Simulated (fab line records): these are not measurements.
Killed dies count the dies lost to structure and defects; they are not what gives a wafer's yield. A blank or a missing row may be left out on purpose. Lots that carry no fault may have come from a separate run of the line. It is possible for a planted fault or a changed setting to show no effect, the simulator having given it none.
Which of the tools did it? || flow n5 finfet || 24 lots with 72 wafers sampled at 4 steps, on a route of 1938 steps

## WHAT EACH GAUGE READ, for each wafer
N5_BEOL_M10_THK_MEAS_01.
{"lot": "L074", "measured": "day 11 13:50", "on": "film metro-01", "M10_ILD_THK (nm)": "263 269 268"}
{"lot": "L076", "measured": "day 11 17:11", "on": "film metro-02", "M10_ILD_THK (nm)": "263 265 268"}
{"lot": "L075", "measured": "day 11 18:14", "on": "film metro-01", "M10_ILD_THK (nm)": "265 268 270"}
{"lot": "L078", "measured": "day 12 14:05", "on": "film metro-01", "M10_ILD_THK (nm)": "264 268 269"}
{"lot": "L081", "measured": "day 12 20:58", "on": "film metro-01", "M10_ILD_THK (nm)": "265 274 270"}
{"lot": "L079", "measured": "day 12 23:41", "on": "film metro-01", "M10_ILD_THK (nm)": "269 270 270"}
{"lot": "L077", "measured": "day 12 20:18", "on": "film metro-02", "M10_ILD_THK (nm)": "264 265 269"}
{"lot": "L080", "measured": "day 12 20:42", "on": "film metro-02", "M10_ILD_THK (nm)": "261 268 269"}
{"lot": "L083", "measured": "day 13 15:23", "on": "film metro-02", "M10_ILD_THK (nm)": "266 268 270"}
{"lot": "L082", "measured": "day 13 22:59", "on": "film metro-01", "M10_ILD_THK (nm)": "268 272 273"}
{"lot": "L084", "measured": "day 14 01:32", "on": "film metro-01", "M10_ILD_THK (nm)": "263 267 271"}
{"lot": "L086", "measured": "day 14 08:20", "on": "film metro-02", "M10_ILD_THK (nm)": "266 271 272"}
{"lot": "L085", "measured": "day 14 07:47", "on": "film metro-02", "M10_ILD_THK (nm)": "275 274 275"}
{"lot": "L089", "measured": "day 14 14:55", "on": "film metro-01", "M10_ILD_THK (nm)": "266 269 269"}
{"lot": "L087", "measured": "day 14 17:34", "on": "film metro-02", "M10_ILD_THK (nm)": "272 269 270"}
{"lot": "L088", "measured": "day 15 07:28", "on": "film metro-01", "M10_ILD_THK (nm)": "267 272 269"}
{"lot": "L091", "measured": "day 15 11:58", "on": "film metro-01", "M10_ILD_THK (nm)": "271 268 269"}
{"lot": "L090", "measured": "day 15 11:44", "on": "film metro-01", "M10_ILD_THK (nm)": "262 268 269"}
{"lot": "L092", "measured": "day 15 15:40", "on": "film metro-02", "M10_ILD_THK (nm)": "268 268 275"}
{"lot": "L093", "measured": "day 15 14:04", "on": "film metro-02", "M10_ILD_THK (nm)": "268 264 272"}
{"lot": "L094", "measured": "day 16 05:47", "on": "film metro-02", "M10_ILD_THK (nm)": "261 268 265"}
{"lot": "L095", "measured": "day 17 03:44", "on": "film metro-01", "M10_ILD_THK (nm)": "267 265 267"}
{"lot": "L096", "measured": "day 17 05:37", "on": "film metro-02", "M10_ILD_THK (nm)": "262 267 269"}
{"lot": "L097", "measured": "day 17 20:41", "on": "film metro-02", "M10_ILD_THK (nm)": "262 266 267"}

## WHAT TOOL EACH LOT RAN ON (gives the tool, then ch and the chambers of the sampled wafers, and finally the start)
{"lot": "L074", "N5_BEOL_M8_CMP_52": "cmp-03 ch 0,1,3, day 10 17:22", "N5_BEOL_M8_DEP_56": "pecvd-02 ch 0,1,2, day 10 17:41", "N5_BEOL_M9_PECVD_70": "pecvd-02 ch 0,1,2, day 10 18:32"}
{"lot": "L076", "N5_BEOL_M8_CMP_52": "cmp-04 ch 0,1, day 11 06:38", "N5_BEOL_M8_DEP_56": "pecvd-01 ch 0,1, day 11 07:00", "N5_BEOL_M9_PECVD_70": "pecvd-02 ch 1,2, day 11 07:46"}
{"lot": "L075", "N5_BEOL_M8_CMP_52": "cmp-02 ch 0,2,3, day 11 07:04", "N5_BEOL_M8_DEP_56": "pecvd-01 ch 0,2, day 11 07:23", "N5_BEOL_M9_PECVD_70": "pecvd-03 ch 0,1, day 11 08:38"}
{"lot": "L078", "N5_BEOL_M8_CMP_52": "cmp-03 ch 0,1,2, day 12 05:24", "N5_BEOL_M8_DEP_56": "pecvd-01 ch 0,1,2, day 12 05:41", "N5_BEOL_M9_PECVD_70": "pecvd-02 ch 0,1,2, day 12 06:26"}
{"lot": "L081", "N5_BEOL_M8_CMP_52": "cmp-04 ch 0,2,3, day 12 05:54", "N5_BEOL_M8_DEP_56": "pecvd-04 ch 0,1,2, day 12 06:13", "N5_BEOL_M9_PECVD_70": "pecvd-02 ch 0,1, day 12 07:11"}
{"lot": "L079", "N5_BEOL_M8_CMP_52": "cmp-03 ch 0,3, day 12 05:59", "N5_BEOL_M8_DEP_56": "pecvd-02 ch 0,1,2, day 12 06:22", "N5_BEOL_M9_PECVD_70": "pecvd-03 ch 0,1,2, day 12 07:25"}
{"lot": "L077", "N5_BEOL_M8_CMP_52": "cmp-02 ch 0,1,3, day 12 06:08", "N5_BEOL_M8_DEP_56": "pecvd-01 ch 0,1, day 12 06:29", "N5_BEOL_M9_PECVD_70": "pecvd-04 ch 0,1,2, day 12 07:40"}
{"lot": "L080", "N5_BEOL_M8_CMP_52": "cmp-02 ch 0,3, day 12 06:46", "N5_BEOL_M8_DEP_56": "pecvd-04 ch 0,1,2, day 12 07:08", "N5_BEOL_M9_PECVD_70": "pecvd-04 ch 0,1,2, day 12 08:22"}
{"lot": "L083", "N5_BEOL_M8_CMP_52": "cmp-04 ch 0,3, day 13 07:36", "N5_BEOL_M8_DEP_56": "pecvd-04 ch 1,2, day 13 07:58", "N5_BEOL_M9_PECVD_70": "pecvd-04 ch 1,2, day 13 08:45"}
{"lot": "L082", "N5_BEOL_M8_CMP_52": "cmp-02 ch 0,1,3, day 13 13:03", "N5_BEOL_M8_DEP_56": "pecvd-01 ch 0,1, day 13 13:18", "N5_BEOL_M9_PECVD_70": "pecvd-02 ch 0,1,2, day 13 14:04"}
{"lot": "L084", "N5_BEOL_M8_CMP_52": "cmp-03 ch 0,2, day 13 16:43", "N5_BEOL_M8_DEP_56": "pecvd-04 ch 1,2, day 13 17:04", "N5_BEOL_M9_PECVD_70": "pecvd-04 ch 0,1,2, day 13 17:50"}
{"lot": "L086", "N5_BEOL_M8_CMP_52": "cmp-04 ch 1,3, day 13 22:53", "N5_BEOL_M8_DEP_56": "pecvd-04 ch 0,1, day 13 23:15", "N5_BEOL_M9_PECVD_70": "pecvd-02 ch 0,2, day 14 00:03"}
{"lot": "L085", "N5_BEOL_M8_CMP_52": "cmp-02 ch 1,2, day 13 23:09", "N5_BEOL_M8_DEP_56": "pecvd-02 ch 0,2, day 13 23:32", "N5_BEOL_M9_PECVD_70": "pecvd-04 ch 0,2, day 14 00:18"}
{"lot": "L089", "N5_BEOL_M8_CMP_52": "cmp-03 ch 0,2,3, day 14 05:41", "N5_BEOL_M8_DEP_56": "pecvd-04 ch 0,1,2, day 14 06:03", "N5_BEOL_M9_PECVD_70": "pecvd-04 ch 0,1, day 14 07:08"}
{"lot": "L087", "N5_BEOL_M8_CMP_52": "cmp-03 ch 0,3, day 14 06:56", "N5_BEOL_M8_DEP_56": "pecvd-02 ch 0,1,2, day 14 07:19", "N5_BEOL_M9_PECVD_70": "pecvd-04 ch 0,1,2, day 14 08:35"}
{"lot": "L088", "N5_BEOL_M8_CMP_52": "cmp-04 ch 0,2, day 14 21:37", "N5_BEOL_M8_DEP_56": "pecvd-01 ch 0,2, day 14 21:56", "N5_BEOL_M9_PECVD_70": "pecvd-03 ch 1,2, day 14 22:43"}
{"lot": "L091", "N5_BEOL_M8_CMP_52": "cmp-04 ch 0,1,2, day 15 01:29", "N5_BEOL_M8_DEP_56": "pecvd-04 ch 0,1, day 15 01:48", "N5_BEOL_M9_PECVD_70": "pecvd-02 ch 0,1, day 15 03:02"}
{"lot": "L090", "N5_BEOL_M8_CMP_52": "cmp-04 ch 1,2, day 15 01:42", "N5_BEOL_M8_DEP_56": "pecvd-01 ch 0,1,2, day 15 02:04", "N5_BEOL_M9_PECVD_70": "pecvd-03 ch 0,1,2, day 15 02:49"}
{"lot": "L092", "N5_BEOL_M8_CMP_52": "cmp-04 ch 1,2,3, day 15 06:37", "N5_BEOL_M8_DEP_56": "pecvd-04 ch 1,2, day 15 06:56", "N5_BEOL_M9_PECVD_70": "pecvd-04 ch 0,1, day 15 07:41"}
{"lot": "L093", "N5_BEOL_M8_CMP_52": "cmp-02 ch 0,1,3, day 15 06:56", "N5_BEOL_M8_DEP_56": "pecvd-04 ch 0,1, day 15 07:17", "N5_BEOL_M9_PECVD_70": "pecvd-03 ch 1,2, day 15 08:02"}
{"lot": "L094", "N5_BEOL_M8_CMP_52": "cmp-04 ch 0,2, day 15 21:47", "N5_BEOL_M8_DEP_56": "pecvd-01 ch 1,2, day 15 22:08", "N5_BEOL_M9_PECVD_70": "pecvd-04 ch 0,2, day 15 23:23"}
{"lot": "L095", "N5_BEOL_M8_CMP_52": "cmp-02 ch 2,3, day 16 16:40", "N5_BEOL_M8_DEP_56": "pecvd-01 ch 0,1, day 16 17:01", "N5_BEOL_M9_PECVD_70": "pecvd-03 ch 1,2, day 16 17:47"}
{"lot": "L096", "N5_BEOL_M8_CMP_52": "cmp-04 ch 1,2,3, day 16 19:55", "N5_BEOL_M8_DEP_56": "pecvd-04 ch 0,1,2, day 16 20:17", "N5_BEOL_M9_PECVD_70": "pecvd-04 ch 0,1,2, day 16 21:02"}
{"lot": "L097", "N5_BEOL_M8_CMP_52": "cmp-02 ch 1,3, day 17 09:22", "N5_BEOL_M8_DEP_56": "pecvd-02 ch 0,2, day 17 09:44", "N5_BEOL_M9_PECVD_70": "pecvd-02 ch 0,1, day 17 10:32"}
- N5_BEOL_M8_CMP_52: polishes, stops on SiCOH lowk, t overpolish 6.9 s, target thk 80 nm.
- N5_BEOL_M8_DEP_56: deposits SiCN from 3MS/NH3, target thk 10 nm, time 17.5 s.
- N5_BEOL_M9_PECVD_70: deposits SiO2 from TEOS/O2, target thk 20 nm, time 22.7 s.

## WHAT THE TOOLS THEMSELVES READ (means of the sampled wafers that have a number; where no wafer has one, the mark that the record gives instead)
N5_BEOL_M8_CMP_52.
{"lot": "L074", "tool": "cmp-03", "barrier field endpoint s (s)": 29.3, "edge zone pressure frac": 1.004, "motor current A (A)": 6.1, "overpolish run s (s)": 6.887, "slurry flow ml min": 149.8, "time to endpoint s (s)": 59.4}
{"lot": "L076", "tool": "cmp-04", "barrier field endpoint s (s)": 29.9, "edge zone pressure frac": 0.999, "motor current A (A)": 6.2, "overpolish run s (s)": 6.906, "slurry flow ml min": 150.2, "time to endpoint s (s)": 65.9}
{"lot": "L075", "tool": "cmp-02", "barrier field endpoint s (s)": 29.7, "edge zone pressure frac": 0.996, "motor current A (A)": 5.9, "overpolish run s (s)": 6.894, "slurry flow ml min": 149.9, "time to endpoint s (s)": 65.6}
{"lot": "L078", "tool": "cmp-03", "barrier field endpoint s (s)": 29.1, "edge zone pressure frac": 1.004, "motor current A (A)": 5.9, "overpolish run s (s)": 6.899, "slurry flow ml min": 150.2, "time to endpoint s (s)": 62.1}
{"lot": "L081", "tool": "cmp-04", "barrier field endpoint s (s)": 29.5, "edge zone pressure frac": 0.997, "motor current A (A)": 5.5, "overpolish run s (s)": 6.909, "slurry flow ml min": 150.0, "time to endpoint s (s)": 63.9}
{"lot": "L079", "tool": "cmp-03", "barrier field endpoint s (s)": 29.0, "edge zone pressure frac": 1.004, "motor current A (A)": 6.5, "overpolish run s (s)": 6.904, "slurry flow ml min": 150.1, "time to endpoint s (s)": 62.8}
{"lot": "L077", "tool": "cmp-02", "barrier field endpoint s (s)": 29.0, "edge zone pressure frac": 0.999, "motor current A (A)": 6.2, "overpolish run s (s)": 6.895, "slurry flow ml min": 150.2, "time to endpoint s (s)": 63.9}
{"lot": "L080", "tool": "cmp-02", "barrier field endpoint s (s)": 29.8, "edge zone pressure frac": 0.997, "motor current A (A)": 6.3, "overpolish run s (s)": 6.899, "slurry flow ml min": 150.4, "time to endpoint s (s)": 64.7}
{"lot": "L083", "tool": "cmp-04", "barrier field endpoint s (s)": 29.8, "edge zone pressure frac": 0.995, "motor current A (A)": 5.1, "overpolish run s (s)": 6.900, "slurry flow ml min": 150.2, "time to endpoint s (s)": 65.5}
{"lot": "L082", "tool": "cmp-02", "barrier field endpoint s (s)": 28.3, "edge zone pressure frac": 1.001, "motor current A (A)": 6.4, "overpolish run s (s)": 6.898, "slurry flow ml min": 150.2, "time to endpoint s (s)": 60.9}
{"lot": "L084", "tool": "cmp-03", "barrier field endpoint s (s)": 29.2, "edge zone pressure frac": 0.998, "motor current A (A)": 5.8, "overpolish run s (s)": 6.896, "slurry flow ml min": 150.0, "time to endpoint s (s)": 62.7}
{"lot": "L086", "tool": "cmp-04", "barrier field endpoint s (s)": 29.6, "edge zone pressure frac": 1.005, "motor current A (A)": 6.3, "overpolish run s (s)": 6.901, "slurry flow ml min": 150.1, "time to endpoint s (s)": 61.9}
{"lot": "L085", "tool": "cmp-02", "barrier field endpoint s (s)": 29.6, "edge zone pressure frac": 0.998, "motor current A (A)": 6.2, "overpolish run s (s)": 6.896, "slurry flow ml min": 150.3, "time to endpoint s (s)": 61.3}
{"lot": "L089", "tool": "cmp-03", "barrier field endpoint s (s)": 29.8, "edge zone pressure frac": 1.006, "motor current A (A)": 6.2, "overpolish run s (s)": 6.905, "slurry flow ml min": 150.1, "time to endpoint s (s)": 66.2}
{"lot": "L087", "tool": "cmp-03", "barrier field endpoint s (s)": 30.2, "edge zone pressure frac": 0.996, "motor current A (A)": 6.5, "overpolish run s (s)": 6.908, "slurry flow ml min": 150.0, "time to endpoint s (s)": 66.0}
{"lot": "L088", "tool": "cmp-04", "barrier field endpoint s (s)": 28.5, "edge zone pressure frac": 0.998, "motor current A (A)": 5.3, "overpolish run s (s)": 6.905, "slurry flow ml min": 150.1, "time to endpoint s (s)": 61.9}
{"lot": "L091", "tool": "cmp-04", "barrier field endpoint s (s)": 28.2, "edge zone pressure frac": 1.000, "motor current A (A)": 5.6, "overpolish run s (s)": 6.901, "slurry flow ml min": 150.2, "time to endpoint s (s)": 62.3}
{"lot": "L090", "tool": "cmp-04", "barrier field endpoint s (s)": 28.9, "edge zone pressure frac": 1.005, "motor current A (A)": 6.3, "overpolish run s (s)": 6.891, "slurry flow ml min": 150.4, "time to endpoint s (s)": 64.7}
{"lot": "L092", "tool": "cmp-04", "barrier field endpoint s (s)": 29.3, "edge zone pressure frac": 1.004, "motor current A (A)": 5.9, "overpolish run s (s)": 6.896, "slurry flow ml min": 150.2, "time to endpoint s (s)": 63.7}
{"lot": "L093", "tool": "cmp-02", "barrier field endpoint s (s)": 29.3, "edge zone pressure frac": 1.001, "motor current A (A)": 6.4, "overpolish run s (s)": 6.903, "slurry flow ml min": 149.8, "time to endpoint s (s)": 61.1}
{"lot": "L094", "tool": "cmp-04", "barrier field endpoint s (s)": 29.7, "edge zone pressure frac": 1.003, "motor current A (A)": 5.1, "overpolish run s (s)": 6.906, "slurry flow ml min": 149.9, "time to endpoint s (s)": 64.1}
{"lot": "L095", "tool": "cmp-02", "barrier field endpoint s (s)": 28.5, "edge zone pressure frac": 1.002, "motor current A (A)": 6.3, "overpolish run s (s)": 6.887, "slurry flow ml min": 150.3, "time to endpoint s (s)": 60.4}
{"lot": "L096", "tool": "cmp-04", "barrier field endpoint s (s)": 29.4, "edge zone pressure frac": 1.005, "motor current A (A)": 6.2, "overpolish run s (s)": 6.895, "slurry flow ml min": 149.9, "time to endpoint s (s)": 65.2}
{"lot": "L097", "tool": "cmp-02", "barrier field endpoint s (s)": 28.5, "edge zone pressure frac": 1.003, "motor current A (A)": 6.8, "overpolish run s (s)": 6.901, "slurry flow ml min": 149.8, "time to endpoint s (s)": 57.5}

N5_BEOL_M8_DEP_56.
{"lot": "L074", "tool": "pecvd-02", "showerhead plenum p Torr (Torr)": 3.661, "throttle valve pct (%)": 9.0}
{"lot": "L076", "tool": "pecvd-01", "showerhead plenum p Torr (Torr)": 3.661, "throttle valve pct (%)": 9.5}
{"lot": "L075", "tool": "pecvd-01", "showerhead plenum p Torr (Torr)": 3.669, "throttle valve pct (%)": 8.7}
{"lot": "L078", "tool": "pecvd-01", "showerhead plenum p Torr (Torr)": 3.665, "throttle valve pct (%)": 9.3}
{"lot": "L081", "tool": "pecvd-04", "showerhead plenum p Torr (Torr)": 3.666, "throttle valve pct (%)": 9.2}
{"lot": "L079", "tool": "pecvd-02", "showerhead plenum p Torr (Torr)": 3.670, "throttle valve pct (%)": 8.8}
{"lot": "L077", "tool": "pecvd-01", "showerhead plenum p Torr (Torr)": 3.659, "throttle valve pct (%)": 9.9}
{"lot": "L080", "tool": "pecvd-04", "showerhead plenum p Torr (Torr)": 3.670, "throttle valve pct (%)": 9.1}
{"lot": "L083", "tool": "pecvd-04", "showerhead plenum p Torr (Torr)": 3.655, "throttle valve pct (%)": 9.1}
{"lot": "L082", "tool": "pecvd-01", "showerhead plenum p Torr (Torr)": 3.659, "throttle valve pct (%)": 9.7}
{"lot": "L084", "tool": "pecvd-04", "showerhead plenum p Torr (Torr)": 3.662, "throttle valve pct (%)": 9.1}
{"lot": "L086", "tool": "pecvd-04", "showerhead plenum p Torr (Torr)": 3.662, "throttle valve pct (%)": 9.0}
{"lot": "L085", "tool": "pecvd-02", "showerhead plenum p Torr (Torr)": 3.670, "throttle valve pct (%)": 8.9}
{"lot": "L089", "tool": "pecvd-04", "showerhead plenum p Torr (Torr)": 3.662, "throttle valve pct (%)": 9.2}
{"lot": "L087", "tool": "pecvd-02", "showerhead plenum p Torr (Torr)": 3.658, "throttle valve pct (%)": 9.0}
{"lot": "L088", "tool": "pecvd-01", "showerhead plenum p Torr (Torr)": 3.663, "throttle valve pct (%)": 8.9}
{"lot": "L091", "tool": "pecvd-04", "showerhead plenum p Torr (Torr)": 3.676, "throttle valve pct (%)": 9.0}
{"lot": "L090", "tool": "pecvd-01", "showerhead plenum p Torr (Torr)": 3.667, "throttle valve pct (%)": 9.3}
{"lot": "L092", "tool": "pecvd-04", "showerhead plenum p Torr (Torr)": 3.664, "throttle valve pct (%)": 8.9}
{"lot": "L093", "tool": "pecvd-04", "showerhead plenum p Torr (Torr)": 3.678, "throttle valve pct (%)": 8.9}
{"lot": "L094", "tool": "pecvd-01", "showerhead plenum p Torr (Torr)": 3.661, "throttle valve pct (%)": 9.9}
{"lot": "L095", "tool": "pecvd-01", "showerhead plenum p Torr (Torr)": 3.664, "throttle valve pct (%)": 9.7}
{"lot": "L096", "tool": "pecvd-04", "showerhead plenum p Torr (Torr)": 3.666, "throttle valve pct (%)": 9.1}
{"lot": "L097", "tool": "pecvd-02", "showerhead plenum p Torr (Torr)": 3.664, "throttle valve pct (%)": 9.1}

N5_BEOL_M9_PECVD_70.
{"lot": "L074", "tool": "pecvd-02", "heater power w (W)": 687, "showerhead plenum p Torr (Torr)": 8.80, "throttle valve pct (%)": 22.0}
{"lot": "L076", "tool": "pecvd-02", "heater power w (W)": 643, "showerhead plenum p Torr (Torr)": 8.76, "throttle valve pct (%)": 22.1}
{"lot": "L075", "tool": "pecvd-03", "heater power w (W)": 738, "showerhead plenum p Torr (Torr)": 8.76, "throttle valve pct (%)": 22.7}
{"lot": "L078", "tool": "pecvd-02", "heater power w (W)": 686, "showerhead plenum p Torr (Torr)": 8.79, "throttle valve pct (%)": 22.0}
{"lot": "L081", "tool": "pecvd-02", "heater power w (W)": 725, "showerhead plenum p Torr (Torr)": 8.82, "throttle valve pct (%)": 21.9}
{"lot": "L079", "tool": "pecvd-03", "heater power w (W)": 644, "showerhead plenum p Torr (Torr)": 8.71, "throttle valve pct (%)": 22.4}
{"lot": "L077", "tool": "pecvd-04", "heater power w (W)": 701, "showerhead plenum p Torr (Torr)": 8.78, "throttle valve pct (%)": 22.5}
{"lot": "L080", "tool": "pecvd-04", "heater power w (W)": 670, "showerhead plenum p Torr (Torr)": 8.80, "throttle valve pct (%)": 22.6}
{"lot": "L083", "tool": "pecvd-04", "heater power w (W)": 762, "showerhead plenum p Torr (Torr)": 8.74, "throttle valve pct (%)": 22.7}
{"lot": "L082", "tool": "pecvd-02", "heater power w (W)": 728, "showerhead plenum p Torr (Torr)": 8.79, "throttle valve pct (%)": 22.0}
{"lot": "L084", "tool": "pecvd-04", "heater power w (W)": 703, "showerhead plenum p Torr (Torr)": 8.79, "throttle valve pct (%)": 22.4}
{"lot": "L086", "tool": "pecvd-02", "heater power w (W)": 732, "showerhead plenum p Torr (Torr)": 8.77, "throttle valve pct (%)": 22.3}
{"lot": "L085", "tool": "pecvd-04", "heater power w (W)": 704, "showerhead plenum p Torr (Torr)": 8.77, "throttle valve pct (%)": 23.3}
{"lot": "L089", "tool": "pecvd-04", "heater power w (W)": 671, "showerhead plenum p Torr (Torr)": 8.79, "throttle valve pct (%)": 21.9}
{"lot": "L087", "tool": "pecvd-04", "heater power w (W)": 692, "showerhead plenum p Torr (Torr)": 8.79, "throttle valve pct (%)": 22.6}
{"lot": "L088", "tool": "pecvd-03", "heater power w (W)": 621, "showerhead plenum p Torr (Torr)": 8.69, "throttle valve pct (%)": 22.0}
{"lot": "L091", "tool": "pecvd-02", "heater power w (W)": 738, "showerhead plenum p Torr (Torr)": 8.82, "throttle valve pct (%)": 21.9}
{"lot": "L090", "tool": "pecvd-03", "heater power w (W)": 674, "showerhead plenum p Torr (Torr)": 8.74, "throttle valve pct (%)": 22.5}
{"lot": "L092", "tool": "pecvd-04", "heater power w (W)": 638, "showerhead plenum p Torr (Torr)": 8.82, "throttle valve pct (%)": 22.4}
{"lot": "L093", "tool": "pecvd-03", "heater power w (W)": 704, "showerhead plenum p Torr (Torr)": 8.70, "throttle valve pct (%)": 22.0}
{"lot": "L094", "tool": "pecvd-04", "heater power w (W)": 702, "showerhead plenum p Torr (Torr)": 8.77, "throttle valve pct (%)": 23.3}
{"lot": "L095", "tool": "pecvd-03", "heater power w (W)": 703, "showerhead plenum p Torr (Torr)": 8.71, "throttle valve pct (%)": 21.9}
{"lot": "L096", "tool": "pecvd-04", "heater power w (W)": 693, "showerhead plenum p Torr (Torr)": 8.78, "throttle valve pct (%)": 22.6}
{"lot": "L097", "tool": "pecvd-02", "heater power w (W)": 742, "showerhead plenum p Torr (Torr)": 8.81, "throttle valve pct (%)": 21.8}

## THE ANSWER, worked out from the rows above alone
Rule: the lots themselves supply what counts as usual. Put in order of their means at a reading, lots are off if they are a third of the lots or fewer, leave a main group of 4 or more, and stand apart from it by a gap of 3 or more times the standard deviation of the main group's means; of several such gaps the widest counts. A main group whose means are all the same, to the digits that the tables above print for the reading, isn't used. A lot without any number at a reading at which 4 lots or more have one is off too. Where the step has rows for the other lots, those lots are counted as sound. After the gauges, taken in route order, come the tools' own readings; for these a lot's mean is taken, as printed above. At the first step where some lot is off, the reading lying furthest off is the one used; lots without a number count as furthest.
Across all readings shown, no lot is off: no conclusion can be drawn from this.

## WHAT THE SIMULATOR HAD INSERTED
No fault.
